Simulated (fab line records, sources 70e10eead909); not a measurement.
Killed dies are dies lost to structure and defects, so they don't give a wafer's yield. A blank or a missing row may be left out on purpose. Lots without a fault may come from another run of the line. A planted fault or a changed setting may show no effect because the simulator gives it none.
Chamber matching | flow nand_harc | NHARC_A_CONTACT_ETCH_102 on rie_diel-02: 4 sister chambers
The step etches the open film in CF4/O2, target depth 100 nm, overetch 10 nm, time 55 s. 4 wafers are shown with their chamber, then 7 later ones without.

WAFERS WITH THEIR CHAMBER
wafer  | chamber | showerhead_plenum_p_Torr (Torr)
L746.4 | 3       | 1.39
L749.4 | 2       | 1.24
L762.2 | 0       | 1.37
L762.3 | 1       | 1.37

WAFERS WITHOUT THEIR CHAMBER
wafer  | showerhead_plenum_p_Torr (Torr)
L762.4 | 1.24
L764.1 | 1.37
L764.2 | 1.38
L764.5 | 1.37
L763.1 | 1.23
L763.2 | 1.38
L763.5 | 1.37

WHICH CHAMBER EACH WENT THROUGH
wafer  | from the rows above          | in truth
L762.4 | 2                            | 2
L764.1 | can't be placed: 0 or 1      | 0
L764.2 | can't be placed: 0 or 1 or 3 | 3
L764.5 | can't be placed: 0 or 1      | 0
L763.1 | 2                            | 2
L763.2 | can't be placed: 0 or 1 or 3 | 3
L763.5 | can't be placed: 0 or 1      | 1
Placed correctly: 2 of 7. Can't be placed from these rows: 5 (the true chamber is among the candidates in 5). Placed wrongly: 0.
How it was worked out, from the rows above alone: a wafer's distance from a chamber is the root of the sum, over the readings, of the square of ((its reading less the chamber's mean) divided by the reading's scatter). The wafer belongs to the nearest chamber; if the next one is less than 2 further off, it can't be placed. A chamber's mean is the mean of its shown wafers. The scatter: with one shown wafer a chamber, the root of the mean of the squares of how far each hidden wafer lies from its nearest shown one.
